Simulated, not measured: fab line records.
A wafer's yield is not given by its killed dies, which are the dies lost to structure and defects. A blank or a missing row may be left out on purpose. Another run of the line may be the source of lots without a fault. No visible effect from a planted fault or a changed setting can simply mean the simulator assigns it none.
Chamber matching :: flow n5_finfet :: rie_diel-04 running N5_MOL_CONTACT_COAG_STRIP_98: 4 sister chambers
The step strips in N2/H2. 16 wafers are shown with their chamber, then 8 later ones without.

== WAFERS PAIRED WITH THEIR CHAMBERS ==
wafer: L076.1
chamber: 3
showerhead_plenum_p_Torr (Torr): 3.19
throttle_valve_pct (%): 18.4
oes_product_au (a.u.): 0.69

wafer: L076.3
chamber: 2
showerhead_plenum_p_Torr (Torr): 3.54
throttle_valve_pct (%): 19.0
oes_product_au (a.u.): 0.88

wafer: L076.6
chamber: 1
showerhead_plenum_p_Torr (Torr): 3.45
throttle_valve_pct (%): 18.9
oes_product_au (a.u.): 0.72

wafer: L081.1
chamber: 3
showerhead_plenum_p_Torr (Torr): 3.19
throttle_valve_pct (%): 18.3
oes_product_au (a.u.): 0.70

wafer: L081.2
chamber: 1
showerhead_plenum_p_Torr (Torr): 3.44
throttle_valve_pct (%): 18.9
oes_product_au (a.u.): 0.70

wafer: L081.4
chamber: 0
showerhead_plenum_p_Torr (Torr): 3.59
throttle_valve_pct (%): 19.4
oes_product_au (a.u.): 0.93

wafer: L083.1
chamber: 3
showerhead_plenum_p_Torr (Torr): 3.19
throttle_valve_pct (%): 18.4
oes_product_au (a.u.): 0.70

wafer: L083.5
chamber: 1
showerhead_plenum_p_Torr (Torr): 3.44
throttle_valve_pct (%): 18.9
oes_product_au (a.u.): 0.70

wafer: L083.6
chamber: 2
showerhead_plenum_p_Torr (Torr): 3.54
throttle_valve_pct (%): 19.0
oes_product_au (a.u.): 0.89

wafer: L086.1
chamber: 3
showerhead_plenum_p_Torr (Torr): 3.18
throttle_valve_pct (%): 18.4
oes_product_au (a.u.): 0.67

wafer: L086.3
chamber: 2
showerhead_plenum_p_Torr (Torr): 3.53
throttle_valve_pct (%): 19.0
oes_product_au (a.u.): 0.85

wafer: L086.6
chamber: 1
showerhead_plenum_p_Torr (Torr): 3.44
throttle_valve_pct (%): 18.9
oes_product_au (a.u.): 0.70

wafer: L090.3
chamber: 2
showerhead_plenum_p_Torr (Torr): 3.52
throttle_valve_pct (%): 19.1
oes_product_au (a.u.): 0.83

wafer: L090.4
chamber: 3
showerhead_plenum_p_Torr (Torr): 3.18
throttle_valve_pct (%): 18.4
oes_product_au (a.u.): 0.66

wafer: L090.6
chamber: 0
showerhead_plenum_p_Torr (Torr): 3.57
throttle_valve_pct (%): 19.5
oes_product_au (a.u.): 0.87

wafer: L091.2
chamber: 1
showerhead_plenum_p_Torr (Torr): 3.43
throttle_valve_pct (%): 18.5
oes_product_au (a.u.): 0.98

SIGNATURES (averages over the wafers above)
reading: showerhead_plenum_p_Torr
chamber 0: 3.5800
chamber 1: 3.4400
chamber 2: 3.5325
chamber 3: 3.1860
scatter within a chamber: 0.00814

reading: throttle_valve_pct
chamber 0: 19.450
chamber 1: 18.820
chamber 2: 19.025
chamber 3: 18.380
scatter within a chamber: 0.111

reading: oes_product_au
chamber 0: 0.9000
chamber 1: 0.7600
chamber 2: 0.8625
chamber 3: 0.6840
scatter within a chamber: 0.0743
Rule: for each reading, subtract the chamber's mean from the wafer's reading, divide by that reading's scatter and square the result; add these up over the readings and take the root, which gives the wafer's distance from the chamber. The wafer belongs to the nearest chamber; if the next one is less than 2 further off, it can't be placed. The scatter: the root of (the sum of the squares of (reading less its chamber's mean) over the shown wafers, divided by (wafers less chambers)).

== WAFERS MISSING THEIR CHAMBER ==
wafer: L091.3
showerhead_plenum_p_Torr (Torr): 3.52
throttle_valve_pct (%): 19.1
oes_product_au (a.u.): 0.83

wafer: L091.5
showerhead_plenum_p_Torr (Torr): 3.52
throttle_valve_pct (%): 19.0
oes_product_au (a.u.): 0.83

wafer: L095.2
showerhead_plenum_p_Torr (Torr): 3.52
throttle_valve_pct (%): 19.1
oes_product_au (a.u.): 0.82

wafer: L095.5
showerhead_plenum_p_Torr (Torr): 3.56
throttle_valve_pct (%): 19.5
oes_product_au (a.u.): 0.84

wafer: L095.6
showerhead_plenum_p_Torr (Torr): 3.43
throttle_valve_pct (%): 18.5
oes_product_au (a.u.): 0.93

wafer: L097.2
showerhead_plenum_p_Torr (Torr): 3.58
throttle_valve_pct (%): 18.0
oes_product_au (a.u.): 0.97

wafer: L097.3
showerhead_plenum_p_Torr (Torr): 3.56
throttle_valve_pct (%): 19.5
oes_product_au (a.u.): 0.85

wafer: L097.6
showerhead_plenum_p_Torr (Torr): 3.52
throttle_valve_pct (%): 19.1
oes_product_au (a.u.): 0.82

== CHAMBER TAKEN BY EACH ==
wafer: L091.3
from the rows above: 2
in truth: 2

wafer: L091.5
from the rows above: 2
in truth: 2

wafer: L095.2
from the rows above: 2
in truth: 2

wafer: L095.5
from the rows above: 0
in truth: 0

wafer: L095.6
from the rows above: 1
in truth: 1

wafer: L097.2
from the rows above: 2
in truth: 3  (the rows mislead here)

wafer: L097.3
from the rows above: 0
in truth: 0

wafer: L097.6
from the rows above: 2
in truth: 2
Correct placement for 7 of the 8. Left unplaced by these rows: 0. Wrongly placed: 1.
